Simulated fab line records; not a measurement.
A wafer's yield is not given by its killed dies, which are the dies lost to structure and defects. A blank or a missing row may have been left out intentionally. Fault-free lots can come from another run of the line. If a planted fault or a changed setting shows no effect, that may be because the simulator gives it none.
Which tool did it? / flow n5 finfet / 11 lots with 30 wafers sampled at 6 steps, on a route of 1938 steps

== WHAT THE GAUGES SHOWED, per wafer ==
N5_BEOL_M4_RC_MEAS_101. Usual: DIBL_N 37.1 mV/V, standard deviation 1.9; DIBL_P 37.2 mV/V, standard deviation 2.3; IOFF_N 0.18 nA/um, standard deviation 0.04; IOFF_P 0.23 nA/um, standard deviation 0.044; ION_N 682 uA/um, standard deviation 11; ION_P 468 uA/um, standard deviation 8.6; SS_N 71.9 mV/dec, standard deviation 0.68; SS_P 73.5 mV/dec, standard deviation 0.74; VT_N 248 mV, standard deviation 3.4; VT_P -248 mV, standard deviation 3.4.
lot=L667; measured=day 8 02:03; on=prober-01; DIBL_N (mV/V)=38.1 35.5 38.4; DIBL_P (mV/V)=37.9 34.4 37.7; IOFF_N (nA/um)=0.19 0.13 0.19; IOFF_P (nA/um)=0.25 0.20 0.25; ION_N (uA/um)=676 668 679; ION_P (uA/um)=471 460 465; SS_N (mV/dec)=71.6 71.4 72.1; SS_P (mV/dec)=73.4 72.3 73.3; VT_N (mV)=248 254 250; VT_P (mV)=-247 -250 -248; flag=
lot=L668; measured=day 8 02:15; on=prober-02; DIBL_N (mV/V)=39.1 36.4 38.4; DIBL_P (mV/V)=38.0 34.9 36.1; IOFF_N (nA/um)=0.19 0.14 0.16; IOFF_P (nA/um)=0.24 0.20 0.22; ION_N (uA/um)=673 675 668; ION_P (uA/um)=463 468 461; SS_N (mV/dec)=72.1 71.3 72.4; SS_P (mV/dec)=74.4 73.4 73.8; VT_N (mV)=250 251 248; VT_P (mV)=-250 -251 -249; flag=
lot=L669; measured=day 8 23:04; on=prober-02; DIBL_N (mV/V)=33.6 35.1 34.7; DIBL_P (mV/V)=34.6 36.4 36.5; IOFF_N (nA/um)=0.13 0.16 0.15; IOFF_P (nA/um)=0.19 0.22 0.22; ION_N (uA/um)=662 683 676; ION_P (uA/um)=461 468 475; SS_N (mV/dec)=71.1 71.5 71.6; SS_P (mV/dec)=73.4 74.3 73.2; VT_N (mV)=254 251 252; VT_P (mV)=-249 -245 -249; flag=
lot=L670; measured=day 8 19:58; on=prober-02; DIBL_N (mV/V)=38.1 35.6 35.8; DIBL_P (mV/V)=37.6 34.7 34.2; IOFF_N (nA/um)=0.21 0.15 0.16; IOFF_P (nA/um)=0.31 0.24 0.24; ION_N (uA/um)=687 673 680; ION_P (uA/um)=479 473 473; SS_N (mV/dec)=72.3 71.4 70.9; SS_P (mV/dec)=74.1 73.8 73.1; VT_N (mV)=246 248 247; VT_P (mV)=-240 -245 -246; flag=
lot=L671; measured=day 8 22:40; on=prober-01; DIBL_N (mV/V)=36.9 37.0 34.1; DIBL_P (mV/V)=36.5 37.8 34.2; IOFF_N (nA/um)=0.16 0.17 0.12; IOFF_P (nA/um)=0.24 0.28 0.20; ION_N (uA/um)=675 681 673; ION_P (uA/um)=468 473 469; SS_N (mV/dec)=72.0 72.5 70.9; SS_P (mV/dec)=73.9 74.3 72.2; VT_N (mV)=249 250 253; VT_P (mV)=-244 -245 -248; flag=
lot=L672; measured=day 9 00:59; on=prober-01; DIBL_N (mV/V)=40.9 38.7 39.4; DIBL_P (mV/V)=38.9 35.7 37.6; IOFF_N (nA/um)=0.24 0.19 0.19; IOFF_P (nA/um)=0.29 0.22 0.25; ION_N (uA/um)=696 677 678; ION_P (uA/um)=474 460 463; SS_N (mV/dec)=72.2 71.5 71.9; SS_P (mV/dec)=73.9 72.8 73.9; VT_N (mV)=242 246 248; VT_P (mV)=-246 -248 -248; flag=
lot=L680; measured=day 11 03:08; on=prober-01; DIBL_N (mV/V)=37.9 37.2; DIBL_P (mV/V)=37.9 36.3; IOFF_N (nA/um)=0.20 0.18; IOFF_P (nA/um)=0.28 0.24; ION_N (uA/um)=696 676; ION_P (uA/um)=480 460; SS_N (mV/dec)=71.8 71.7; SS_P (mV/dec)=73.4 73.3; VT_N (mV)=245 248; VT_P (mV)=-246 -246; flag=
lot=L681; measured=day 11 06:43; on=prober-02; DIBL_N (mV/V)=37.7 37.1; DIBL_P (mV/V)=38.8 35.7; IOFF_N (nA/um)=0.21 0.19; IOFF_P (nA/um)=0.26 0.21; ION_N (uA/um)=691 663; ION_P (uA/um)=469 458; SS_N (mV/dec)=72.6 72.6; SS_P (mV/dec)=73.4 73.1; VT_N (mV)=245 248; VT_P (mV)=-247 -251; flag=
lot=L684; measured=day 12 01:38; on=prober-02; DIBL_N (mV/V)=38.1 37.3 37.4; DIBL_P (mV/V)=37.8 37.4 37.3; IOFF_N (nA/um)=0.16 0.18 0.16; IOFF_P (nA/um)=0.21 0.22 0.21; ION_N (uA/um)=685 687 676; ION_P (uA/um)=469 471 470; SS_N (mV/dec)=71.9 72.5 72.7; SS_P (mV/dec)=73.6 73.9 72.8; VT_N (mV)=250 247 251; VT_P (mV)=-252 -251 -251; flag=
lot=L685; measured=day 12 16:45; on=prober-01; DIBL_N (mV/V)=38.3 40.2 40.9; DIBL_P (mV/V)=37.5 38.8 40.6; IOFF_N (nA/um)=0.19 0.24 0.25; IOFF_P (nA/um)=0.26 0.30 0.33; ION_N (uA/um)=698 688 693; ION_P (uA/um)=484 465 476; SS_N (mV/dec)=71.2 72.5 72.6; SS_P (mV/dec)=74.0 74.3 73.9; VT_N (mV)=245 244 244; VT_P (mV)=-244 -245 -244; flag=
lot=L689; measured=day 13 06:49; on=prober-01; DIBL_N (mV/V)=36.3 32.8; DIBL_P (mV/V)=37.3 33.6; IOFF_N (nA/um)=0.19 0.13; IOFF_P (nA/um)=0.26 0.20; ION_N (uA/um)=689 652; ION_P (uA/um)=471 457; SS_N (mV/dec)=72.2 71.2; SS_P (mV/dec)=73.4 71.7; VT_N (mV)=246 253; VT_P (mV)=-245 -250; flag=

== EACH LOT AND THE TOOL THAT RAN IT (in order: tool; ch and the chambers of the sampled wafers; start) ==
lot=L667; N5_BEOL_M0_ANNEAL_117=pvd sputter-03, day 5 20:12; N5_BEOL_M0_SPUTTER_132=pvd sputter-03, day 5 20:14; N5_BEOL_M0_ECD_118=ecd cu-01 ch 0, day 5 20:36; N5_BEOL_M0_ANNEAL_119=rtp anneal-01 ch 0, day 5 20:50; N5_BEOL_M0_CMP_120=cmp-04 ch 1,2,3, day 5 21:08
lot=L668; N5_BEOL_M0_ANNEAL_117=pvd sputter-01, day 6 07:48; N5_BEOL_M0_SPUTTER_132=pvd sputter-01, day 6 07:50; N5_BEOL_M0_ECD_118=ecd cu-02 ch 0, day 6 08:12; N5_BEOL_M0_ANNEAL_119=rtp anneal-01 ch 0, day 6 08:17; N5_BEOL_M0_CMP_120=cmp-03 ch 0,1,3, day 6 08:46
lot=L669; N5_BEOL_M0_ANNEAL_117=pvd sputter-02, day 6 11:49; N5_BEOL_M0_SPUTTER_132=pvd sputter-02, day 6 11:52; N5_BEOL_M0_ECD_118=ecd cu-02 ch 0,1, day 6 12:14; N5_BEOL_M0_ANNEAL_119=rtp anneal-01 ch 0, day 6 12:18; N5_BEOL_M0_CMP_120=cmp-03 ch 0,1,2, day 6 12:43
lot=L670; N5_BEOL_M0_ANNEAL_117=pvd sputter-02, day 6 12:34; N5_BEOL_M0_SPUTTER_132=pvd sputter-02, day 6 12:36; N5_BEOL_M0_ECD_118=ecd cu-01 ch 0,1, day 6 12:57; N5_BEOL_M0_ANNEAL_119=rtp anneal-02 ch 0, day 6 13:05; N5_BEOL_M0_CMP_120=cmp-04 ch 0,1,2, day 6 13:20
lot=L671; N5_BEOL_M0_ANNEAL_117=pvd sputter-02, day 6 23:25; N5_BEOL_M0_SPUTTER_132=pvd sputter-02, day 6 23:28; N5_BEOL_M0_ECD_118=ecd cu-01 ch 0,1, day 6 23:49; N5_BEOL_M0_ANNEAL_119=rtp anneal-02 ch 0, day 6 23:56; N5_BEOL_M0_CMP_120=cmp-03 ch 1,3, day 7 00:14
lot=L672; N5_BEOL_M0_ANNEAL_117=pvd sputter-03, day 7 04:00; N5_BEOL_M0_SPUTTER_132=pvd sputter-03, day 7 04:02; N5_BEOL_M0_ECD_118=ecd cu-01 ch 1, day 7 04:23; N5_BEOL_M0_ANNEAL_119=rtp anneal-01 ch 0, day 7 04:44; N5_BEOL_M0_CMP_120=cmp-01 ch 0,1, day 7 05:02
lot=L680; N5_BEOL_M0_ANNEAL_117=pvd sputter-01, day 9 07:35; N5_BEOL_M0_SPUTTER_132=pvd sputter-01, day 9 07:39; N5_BEOL_M0_ECD_118=ecd cu-01 ch 0,1, day 9 08:01; N5_BEOL_M0_ANNEAL_119=rtp anneal-02 ch 0, day 9 08:14; N5_BEOL_M0_CMP_120=cmp-04 ch 0,3, day 9 08:31
lot=L681; N5_BEOL_M0_ANNEAL_117=pvd sputter-03, day 9 12:57; N5_BEOL_M0_SPUTTER_132=pvd sputter-03, day 9 13:01; N5_BEOL_M0_ECD_118=ecd cu-01 ch 0,1, day 9 13:22; N5_BEOL_M0_ANNEAL_119=rtp anneal-02 ch 0, day 9 13:35; N5_BEOL_M0_CMP_120=cmp-03 ch 2,3, day 9 13:51
lot=L684; N5_BEOL_M0_ANNEAL_117=pvd sputter-02, day 10 05:14; N5_BEOL_M0_SPUTTER_132=pvd sputter-02, day 10 05:16; N5_BEOL_M0_ECD_118=ecd cu-02 ch 0,1, day 10 05:38; N5_BEOL_M0_ANNEAL_119=rtp anneal-02 ch 0, day 10 05:42; N5_BEOL_M0_CMP_120=cmp-03 ch 0,1,2, day 10 06:02
lot=L685; N5_BEOL_M0_ANNEAL_117=pvd sputter-03, day 10 12:07; N5_BEOL_M0_SPUTTER_132=pvd sputter-03, day 10 12:09; N5_BEOL_M0_ECD_118=ecd cu-02 ch 0,1, day 10 12:31; N5_BEOL_M0_ANNEAL_119=rtp anneal-02 ch 0, day 10 12:35; N5_BEOL_M0_CMP_120=cmp-03 ch 0,1,2, day 10 12:53
lot=L689; N5_BEOL_M0_ANNEAL_117=pvd sputter-02, day 11 06:28; N5_BEOL_M0_SPUTTER_132=pvd sputter-02, day 11 06:30; N5_BEOL_M0_ECD_118=ecd cu-02 ch 0, day 11 06:52; N5_BEOL_M0_ANNEAL_119=rtp anneal-02 ch 0, day 11 06:56; N5_BEOL_M0_CMP_120=cmp-01 ch 1,3, day 11 07:19
- N5_BEOL_M0_ANNEAL_117: time 60 s.
- N5_BEOL_M0_SPUTTER_132: material Cu, target thk 4 nm, time 7.37 s.
- N5_BEOL_M0_ECD_118: material Cu, target thk 300 nm.
- N5_BEOL_M0_ANNEAL_119: time 90 s.
- N5_BEOL_M0_CMP_120: polishes, stops on SiOC, t overpolish 6.9 s.

== WHAT THE TOOLS THEMSELVES READ (means of the sampled wafers that have a number; where no wafer has one, the mark that the record gives instead) ==
N5_BEOL_M0_ANNEAL_117. Usual: heater power w reads 873 W (standard deviation 74).
lot=L667; tool=pvd sputter-03; heater power w (W)=864; flag=
lot=L668; tool=pvd sputter-01; heater power w (W)=743; flag=
lot=L669; tool=pvd sputter-02; heater power w (W)=887; flag=
lot=L670; tool=pvd sputter-02; heater power w (W)=935; flag=
lot=L671; tool=pvd sputter-02; heater power w (W)=904; flag=
lot=L672; tool=pvd sputter-03; heater power w (W)=796; flag=
lot=L680; tool=pvd sputter-01; heater power w (W)=888; flag=
lot=L681; tool=pvd sputter-03; heater power w (W)=899; flag=
lot=L684; tool=pvd sputter-02; heater power w (W)=925; flag=
lot=L685; tool=pvd sputter-03; heater power w (W)=865; flag=
lot=L689; tool=pvd sputter-02; heater power w (W)=913; flag=

N5_BEOL_M0_SPUTTER_132. Usual: throttle valve pct reads 30.2 % (standard deviation 1.4).
lot=L667; tool=pvd sputter-03; throttle valve pct (%)=31.0; flag=
lot=L668; tool=pvd sputter-01; throttle valve pct (%)=29.1; flag=
lot=L669; tool=pvd sputter-02; throttle valve pct (%)=30.4; flag=
lot=L670; tool=pvd sputter-02; throttle valve pct (%)=29.0; flag=
lot=L671; tool=pvd sputter-02; throttle valve pct (%)=30.4; flag=
lot=L672; tool=pvd sputter-03; throttle valve pct (%)=29.8; flag=
lot=L680; tool=pvd sputter-01; throttle valve pct (%)=29.2; flag=
lot=L681; tool=pvd sputter-03; throttle valve pct (%)=30.5; flag=
lot=L684; tool=pvd sputter-02; throttle valve pct (%)=28.7; flag=
lot=L685; tool=pvd sputter-03; throttle valve pct (%)=30.9; flag=
lot=L689; tool=pvd sputter-02; throttle valve pct (%)=31.1; flag=

N5_BEOL_M0_ANNEAL_119. Usual: wafer_temp_C_max reads 225.82 (standard deviation 0.29).
lot=L667; tool=rtp anneal-01; wafer_temp_C_max=225.43; flag=
lot=L668; tool=rtp anneal-01; wafer_temp_C_max=225.61; flag=
lot=L669; tool=rtp anneal-01; wafer_temp_C_max=225.90; flag=
lot=L670; tool=rtp anneal-02; wafer_temp_C_max=225.60; flag=
lot=L671; tool=rtp anneal-02; wafer_temp_C_max=226.00; flag=
lot=L672; tool=rtp anneal-01; wafer_temp_C_max=225.66; flag=
lot=L680; tool=rtp anneal-02; wafer_temp_C_max=225.99; flag=
lot=L681; tool=rtp anneal-02; wafer_temp_C_max=226.39; flag=
lot=L684; tool=rtp anneal-02; wafer_temp_C_max=226.03; flag=
lot=L685; tool=rtp anneal-02; wafer_temp_C_max=225.97; flag=
lot=L689; tool=rtp anneal-02; wafer_temp_C_max=225.72; flag=

N5_BEOL_M0_CMP_120. Usual: head pressure psi 1.0000 psi, standard deviation 0.0022; motor current A 5.9 A, standard deviation 0.67; pad life wafers 986, standard deviation 580; time to endpoint s 65 s, standard deviation 3.5.
lot=L667; tool=cmp-04; head pressure psi (psi)=0.9990; motor current A (A)=5.7; pad life wafers=566; time to endpoint s (s)=67; flag=
lot=L668; tool=cmp-03; head pressure psi (psi)=1.0009; motor current A (A)=6.4; pad life wafers=1664; time to endpoint s (s)=63; flag=
lot=L669; tool=cmp-03; head pressure psi (psi)=1.0003; motor current A (A)=6.0; pad life wafers=1694; time to endpoint s (s)=63; flag=
lot=L670; tool=cmp-04; head pressure psi (psi)=0.9980; motor current A (A)=5.5; pad life wafers=673; time to endpoint s (s)=67; flag=
lot=L671; tool=cmp-03; head pressure psi (psi)=0.9986; motor current A (A)=6.7; pad life wafers=1778; time to endpoint s (s)=61; flag=
lot=L672; tool=cmp-01; head pressure psi (psi)=0.9988; motor current A (A)=6.0; pad life wafers=1490; time to endpoint s (s)=70; flag=
lot=L680; tool=cmp-04; head pressure psi (psi)=1.0015; motor current A (A)=5.8; pad life wafers=-; time to endpoint s (s)=51; flag=OFF
lot=L681; tool=cmp-03; head pressure psi (psi)=1.0013; motor current A (A)=6.4; pad life wafers=-; time to endpoint s (s)=44; flag=OFF
lot=L684; tool=cmp-03; head pressure psi (psi)=1.0004; motor current A (A)=6.1; pad life wafers=320; time to endpoint s (s)=65; flag=
lot=L685; tool=cmp-03; head pressure psi (psi)=0.9989; motor current A (A)=6.0; pad life wafers=361; time to endpoint s (s)=61; flag=
lot=L689; tool=cmp-01; head pressure psi (psi)=0.9995; motor current A (A)=5.7; pad life wafers=296; time to endpoint s (s)=63; flag=

== THE ANSWER, worked out from the rows above alone ==
Rule: a lot counts as off when the mean over its wafers that have a number is more than 3 standard deviations away from the usual mean. Also off: a lot with no number at a reading for which 4 or more lots have one. All remaining lots with rows at the step are treated as sound. After the gauges, taken in route order, come the tools' own readings; for these a lot's mean is taken, as printed above. The first step at which some lot is off is used, and at that step the reading that is off furthest; a lot without a number counts as furthest.
Off, at N5_BEOL_M0_CMP_120 on pad life wafers: L680, L681. Without a number there: L680, L681.
A tool fits if, at that step or a process step before it, it ran every lot that is off, and no sound lot after the first of them. One fits: N5_BEOL_M0_ECD_118 on ecd cu-01. A fault onset in the window from L672 (day 7 04:23, its last sound lot) to L680 (day 9 08:01, its first lot off) fits.

== WHAT WAS PUT IN BY THE SIMULATOR ==
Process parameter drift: ecd cu-01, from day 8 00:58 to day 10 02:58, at N5_BEOL_M0_ECD_118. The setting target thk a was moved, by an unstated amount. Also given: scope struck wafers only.
Shown lots that were struck: L680, L681. The rule above reached the same finding.
